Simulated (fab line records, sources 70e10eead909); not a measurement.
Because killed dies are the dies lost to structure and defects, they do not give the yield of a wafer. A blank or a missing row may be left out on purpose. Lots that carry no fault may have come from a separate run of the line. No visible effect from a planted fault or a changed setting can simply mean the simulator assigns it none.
A struck lot beside a sound one + flow nandHarc + 14 steps out of a route of 1159
Sound: the wafers L963.1, L963.2, L963.3. The struck wafers were L973.2, L973.4, L973.5. The cause comes at the end.
Order at every step that has rows: each side's tool, ch and its chambers, its first start. Under that, the readings that differ: sound wafers + struck wafers + difference of the means + sigmas: that difference in standard deviations of wafers without a fault.
alike: readings with means less than 2 such deviations apart, plus words and numbers identical on both sides. not compared: withheld readings, readings lacking a value on some wafer, bounds such as >300 that could conceal the same value, and numbers that have no deviation in the record and whose values overlap.
Wherever a step has rows on one side only, a row that says differs or no value, or a row with sigmas, the two part there. When numbers do not overlap yet have no deviation, they are printed without sigmas and do not part them. A reading that every wafer of one side lacks parts them only if that side has two wafers or more.

NHARC_A_WL_FILL_STRIP_27: strips in N2/H2, time 20 s.
  sound on plasmaAsher-01 ch 0,1, day 15 18:19; struck on plasmaAsher-02 ch 1, day 17 19:22
| reading                  | sound       | struck      | difference | sigmas |
|--------------------------|-------------|-------------|------------|--------|
| drypumpMotorCurrentA (A) | 5.2 5.0 5.0 | 5.8 5.8 5.8 | +0.7       | +2     |
  alike: heaterPowerW
  not compared: rfHoursCounterH
then, 4 steps without rows for these wafers: NHARC_A_WL_FILL_STRIP_28 (strips in post etch residue remover, time 1200 s); NHARC_A_WL_FILL_PRECLEAN_06 (cleans in DIW, time 300 s); NHARC_A_WL_FILL_SRD_07; NHARC_A_WL_FILL_ANNEAL_08 (time 1800 s).
NHARC_A_WL_FILL_ALD_10: deposits SiO2, target thk 50 nm, pulse time 10 s, ald cycles 500.
  sound on aldHk-04 ch 0,1,2, day 15 23:02; struck on aldHk-02 ch 0,1,3, day 18 01:40
  alike: heaterPowerW, precursorPulseHeightRel
NHARC_A_WL_FILL_ETCHBACK_16: etches the open film in C4F8/O2/Ar, target depth 88 nm, time 17.6 s.
  sound: rieDiel-08 ch 0,1,3; struck: rieDiel-08 ch 1,2
  alike: oesProductAu, rfVppV
  not compared: rfHoursCounterH
NHARC_A_WL_FILL_STRIP_29: strips in O2, time 20 s.
  sound on rieDiel-08 ch 0,2,3, day 16 03:49; struck on rieDiel-08 ch 0,2, day 18 07:28
  alike: drypumpMotorCurrentA, oesProductAu, rfVppV, showerheadPlenumPTorr, throttleValvePct
  not compared: rfHoursCounterH
NHARC_A_WL_FILL_ETCHBACK_17: etches the open film in Cl2/BCl3, target depth 4 nm, time 26.7 s.
  sound on rieMetal-01 ch 0,1, day 16 03:55; struck on rieMetal-01 ch 1, day 18 07:34
| reading             | sound             | struck            | difference | sigmas |
|---------------------|-------------------|-------------------|------------|--------|
| oesProductAu (a.u.) | 1.013 0.998 1.000 | 1.017 1.025 1.023 | +0.018     | +2     |
  alike: drypumpMotorCurrentA
  not compared: rfHoursCounterH
then, 2 steps without rows for these wafers: NHARC_A_WL_FILL_PRECLEAN_18 (cleans in dHF, time 30 s); NHARC_A_WL_FILL_SRD_21.
NHARC_A_WL_FILL_CVD_23: deposits poly-Si, target thk 40 nm, time 800 s.
  struck on lpcvdPoly-04, day 18 10:22; sound on lpcvdPoly-04 ch 0, day 16 06:39
  no value came back on the struck wafers for pressureMtorr (mTorr), runLengthS (s); on the sound wafers pressureMtorr (mTorr) reads 200.4 200.0 200.1
then, 1 step without rows for these wafers: NHARC_A_WL_FILL_ETCHBACK_26 (etches the open film in HBr, target depth 52 nm, time 13.3 s).
-- break in the record here, with 4 days between the starts of the struck wafers on either side (left off in module A_WL_FILL, picked up again in module END, where the first step shown is number 1159 on the route) --
NHARC_END_SORT_01:
  sound on prober-01 ch 0, day 20 04:41; struck on prober-01 ch 0, day 22 00:15
  alike: killedAtArray, killedAtOther, killedAtPeriphery, killedDies, killedOpen, killedShort

WHERE THEY PART
First at NHARC_A_WL_FILL_STRIP_27; last, within this record, at NHARC_A_WL_FILL_CVD_23. Later steps at which nothing parts them and some readings are alike: NHARC_END_SORT_01.

WHY: the cause the simulator had injected
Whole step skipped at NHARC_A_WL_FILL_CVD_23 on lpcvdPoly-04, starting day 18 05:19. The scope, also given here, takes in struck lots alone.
